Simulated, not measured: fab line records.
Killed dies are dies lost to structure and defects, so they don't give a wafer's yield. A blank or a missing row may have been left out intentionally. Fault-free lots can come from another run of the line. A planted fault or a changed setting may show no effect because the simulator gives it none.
3 desks, one fault + flow n5 finfet + every desk sees just its own numbers, and what lay behind them comes last

## THE METROLOGY DESK
Lot by lot, what the gauges showed, no matter which tool ran the lot: averages of those sampled wafers that carry a number. Marked OUT: a lot whose mean sits more than 4 standard deviations from the usual mean, which makes it out of limits; the brackets give that distance.
Columns: A = V6_OVL at N5_BEOL_M7_OVL_MEAS_29, usual -0.2 nm
| lot  | first seen here | A    |
|------|-----------------|------|
| L816 | day 9 11:11     | -0.3 |
| L815 | day 9 11:13     | -0.5 |
| L822 | day 10 12:20    | -0.7 |
| L824 | day 10 21:07    | 0.0  |
| L832 | day 13 15:26    | -0.1 |
| L833 | day 14 00:08    | -0.4 |
This desk found nothing out of limits on any of the 6 lots.

## THE DEFECT DESK
Counts from the inspections along the route, per lot, as means over the sampled wafers that have a number. Marked OUT: a lot whose mean sits more than 4 standard deviations from the usual mean, which makes it out of limits; the brackets give that distance.
Columns: A = raw defect count at N5_BEOL_M7_INSPECT_30, usual 440
| lot  | first seen here | A   |
|------|-----------------|-----|
| L816 | day 9 11:14     | 366 |
| L815 | day 9 11:17     | 413 |
| L822 | day 10 12:23    | 399 |
| L824 | day 10 21:11    | 317 |
| L832 | day 13 15:29    | 434 |
| L833 | day 14 00:12    | 548 |
This desk found nothing out of limits on any of the 6 lots.

## TOOL OWNER'S DESK, rie diel-06
The tool's own readings at N5_BEOL_M7_ETCH_41 (etches SiCN in CH3F/O2, target depth 31.9 nm, time 57.8 s): means of the sampled wafers that have a number, for each lot that ran on this tool. Marked OUT: a lot whose mean sits more than 4 standard deviations from the usual mean, which makes it out of limits; the brackets give that distance.
Columns: A = drypump motor current A at N5_BEOL_M7_ETCH_41, usual 5.8 A; B = oes product au at N5_BEOL_M7_ETCH_41, usual 0.77 a.u.; C = rf fwd power W at N5_BEOL_M7_ETCH_41, usual 391.3 W; D = rf vpp V at N5_BEOL_M7_ETCH_41, usual 297.6 V; E = showerhead plenum p Torr at N5_BEOL_M7_ETCH_41, usual 2.01 Torr; F = throttle valve pct at N5_BEOL_M7_ETCH_41, usual 16.28 %
| lot  | first seen here | A   | B    | C               | D               | E    | F     |
|------|-----------------|-----|------|-----------------|-----------------|------|-------|
| L815 | day 9 11:46     | 5.9 | 0.81 | 391.9           | 296.4           | 1.94 | 16.38 |
| L822 | day 10 13:09    | 6.0 | 0.81 | 297.5 (-63) OUT | 324.1 (+14) OUT | 1.96 | 16.17 |
| L824 | day 10 21:31    | 6.2 | 0.70 | 296.6 (-63) OUT | 324.7 (+14) OUT | 1.97 | 16.45 |
This desk's verdict: out of limits on L822, L824, starting with L822 at day 10 13:09 (rf fwd power W at N5_BEOL_M7_ETCH_41). Within limits: L815.

## PUT TOGETHER
On L822, L824, at day 10 13:09, an alarm was possible from the tool owner's desk.
From the metrology desk's view, nothing was out of limits.
The defect desk saw nothing out of limits.
The metrology desk holds a record of L822, L824, inside its limits.
The defect desk has L822, L824 on record, within its limits.
All the named lots went through N5_BEOL_M7_ETCH_41 on rie diel-06.

## WHAT THE SIMULATOR HAD INSERTED
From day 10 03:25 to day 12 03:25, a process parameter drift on rie diel-06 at N5_BEOL_M7_ETCH_41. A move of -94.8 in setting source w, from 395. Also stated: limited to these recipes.
Struck lots among those shown: L822, L824.
How many hours passed from the start of the fault until each desk's first out-of-limits reading: the tool owner's desk, 10.
